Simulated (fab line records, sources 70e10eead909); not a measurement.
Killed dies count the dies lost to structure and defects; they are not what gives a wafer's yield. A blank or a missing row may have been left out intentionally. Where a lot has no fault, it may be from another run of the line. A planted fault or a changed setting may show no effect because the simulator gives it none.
A struck lot beside a sound one	flow nandHarc	44 steps out of a route of 1159
Sound: the wafers L754.1, L754.3, L754.5. Wafers struck: L748.3, L748.5, L748.6. Last of all comes the cause.
Each step with rows lists, per side, the tool, then ch with its chambers, then its first start. Under that, the readings that differ: sound wafers	struck wafers	difference of the means	sigmas: that difference in standard deviations of wafers without a fault.
alike: words and numbers the same on both sides, and readings whose means are apart by under 2 such deviations; not compared: readings that were withheld, readings missing a value for some wafer, numbers with overlapping values and no deviation given by the record, and bounds like >300 which may hide the same value.
Wherever a step has rows on one side only, a row that says differs or no value, or a row with sigmas, the two part there. When numbers do not overlap yet have no deviation, they are printed without sigmas and do not part them. A reading missing from all wafers of one side parts the sides only when that side holds two or more wafers.

NHARC_P_GATE_CD_MEAS_46: the cd target is 720 nm.
  sound on cdSem-03 ch 0, day 10 01:03; struck on cdSem-03 ch 0, day 8 12:12
  alike: cdNm
then, 1 step without rows for these wafers: NHARC_P_GATE_HARDBAKE_47 (time 80 s).
NHARC_P_GATE_DESCUM_48: chemistry O2, time 3 s.
  sound on rieDiel-01 ch 0,1, day 10 01:14; struck on rieDiel-02 ch 0,3, day 8 12:22
  alike: drypumpMotorCurrentA, mfcArSccm, oesProductAu, rfVppV, showerheadPlenumPTorr, throttleValvePct
  not compared: rfHoursCounterH
then, 9 steps without rows for these wafers: NHARC_P_GATE_IMPLANT_49; NHARC_P_GATE_STRIP_111 (strips in N2/H2, time 250 s); NHARC_P_GATE_STRIP_75 (strips in O2); NHARC_P_GATE_STRIP_50 (strips in SPM, time 900 s); NHARC_P_GATE_DEHYDRATE_51 (time 120 s); NHARC_P_GATE_HMDS_52 (time 30 s); NHARC_P_GATE_COAT_53; NHARC_P_GATE_SOFTBAKE_54 (time 95 s); NHARC_P_GATE_EBR_55.
NHARC_P_GATE_EXPOSE_56: exposes mask P PSD, target cd 720 nm.
  struck on krfScanner-01, day 8 13:47; sound on krfScanner-02 ch 0, day 10 02:41
  no value came back on the struck wafers for exposureDoseMJCm2, focusOffsetNm (nm); on the sound wafers exposureDoseMJCm2 reads 14.813 14.797 14.808
  alike: mask
then, 2 steps without rows for these wafers: NHARC_P_GATE_PEB_57 (peb time 85 s); NHARC_P_GATE_DEVELOP_58 (time 70 s).
NHARC_P_GATE_CD_MEAS_59: the cd target is 720 nm.
  sound on cdSem-02 ch 0, day 10 02:51; struck on cdSem-03 ch 0, day 8 13:56
reading	sound	struck	difference	sigmas
cdNm (nm)	721.8 720.2 719.8	- - -	no value on the struck wafers	
then, 1 step without rows for these wafers: NHARC_P_GATE_HARDBAKE_60 (time 80 s).
NHARC_P_GATE_DESCUM_61: chemistry O2, time 3 s.
  sound on rieDiel-01 ch 0,1,2, day 10 03:01; struck on rieDiel-01 ch 2,3, day 8 14:05
  alike: drypumpMotorCurrentA, mfcArSccm, oesProductAu, rfVppV, showerheadPlenumPTorr, throttleValvePct
  not compared: rfHoursCounterH
then, 2 steps without rows for these wafers: NHARC_P_GATE_IMPLANT_62; NHARC_P_GATE_STRIP_112 (strips in N2/H2, time 200 s).
NHARC_P_GATE_STRIP_76: strips in O2.
  sound on plasmaAsher-01 ch 0,1, day 10 03:39; struck on plasmaAsher-01 ch 0,1, day 8 14:46
  alike: drypumpMotorCurrentA, heaterPowerW
  not compared: rfHoursCounterH
then, 9 steps without rows for these wafers: NHARC_P_GATE_STRIP_63 (strips in SPM, time 900 s); NHARC_P_GATE_DEHYDRATE_83 (time 120 s); NHARC_P_GATE_HMDS_84 (time 30 s); NHARC_P_GATE_COAT_85; NHARC_P_GATE_SOFTBAKE_86 (time 95 s); NHARC_P_GATE_EBR_87; NHARC_P_GATE_EXPOSE_88 (exposes mask P HVN, target cd 2000 nm); NHARC_P_GATE_PEB_89 (peb time 85 s); NHARC_P_GATE_DEVELOP_90 (time 70 s).
NHARC_P_GATE_CD_MEAS_91: the cd target is 2000 nm.
  sound on cdSem-02 ch 0, day 10 04:34; struck on cdSem-03 ch 0, day 8 15:39
  alike: cdNm
then, 1 step without rows for these wafers: NHARC_P_GATE_HARDBAKE_92 (time 80 s).
NHARC_P_GATE_DESCUM_93: chemistry O2, time 3 s.
  sound on rieDiel-01 ch 0,2, day 10 04:44; struck on rieDiel-01 ch 2,3, day 8 15:48
  alike: drypumpMotorCurrentA, mfcArSccm, oesProductAu, rfVppV, showerheadPlenumPTorr, throttleValvePct
  not compared: rfHoursCounterH
then, 4 steps without rows for these wafers: NHARC_P_GATE_IMPLANT_94; NHARC_P_GATE_STRIP_113 (strips in N2/H2, time 740 s); NHARC_P_GATE_STRIP_95 (strips in O2); NHARC_P_GATE_STRIP_96 (strips in SPM, time 900 s).
NHARC_P_GATE_RTA_64: time 1 s.
  sound on rtpAnneal-01 ch 0, day 10 06:23; struck on rtpAnneal-02 ch 0, day 8 17:32
  alike: lampPowerPct, wafer_temp_C_max
then, 4 steps without rows for these wafers: NHARC_P_GATE_ETCH_77 (etches SiO2 in dHF, target depth 6 nm); NHARC_P_GATE_DEGAS_109 (time 60 s); NHARC_P_GATE_PRE_CLEAN_110 (time 30 s); NHARC_P_GATE_SPUTTER_78 (material Ni, target thk 10 nm).
NHARC_P_GATE_INSPECT_68:
  sound on defectInspect-01 at day 10 08:09; struck on defectInspect-02 at day 8 18:44
reading	sound	struck	difference	sigmas
rawDefectCount	134 187 185	1353 1186 1282	+1105	+15
-- break in the record here, with 13 days between the starts of the struck wafers on either side (left off in module P_GATE, picked up again in module END, where the first step shown is number 1159 on the route) --
NHARC_END_SORT_01:
  sound on prober-01 ch 0, day 24 16:43; struck on prober-01 ch 0, day 22 03:19
reading	sound	struck	difference	sigmas
killedAtPeriphery	0 4 1	657 657 659	+656	+99 or more
killedDies	25 33 33	677 677 677	+647	+65
  alike: killedAtArray, killedAtOther, killedOpen, killedShort

WHERE THEY PART
Last at NHARC_END_SORT_01 as far as this record goes, first at NHARC_P_GATE_EXPOSE_56.

WHY: what had been put in by the simulator
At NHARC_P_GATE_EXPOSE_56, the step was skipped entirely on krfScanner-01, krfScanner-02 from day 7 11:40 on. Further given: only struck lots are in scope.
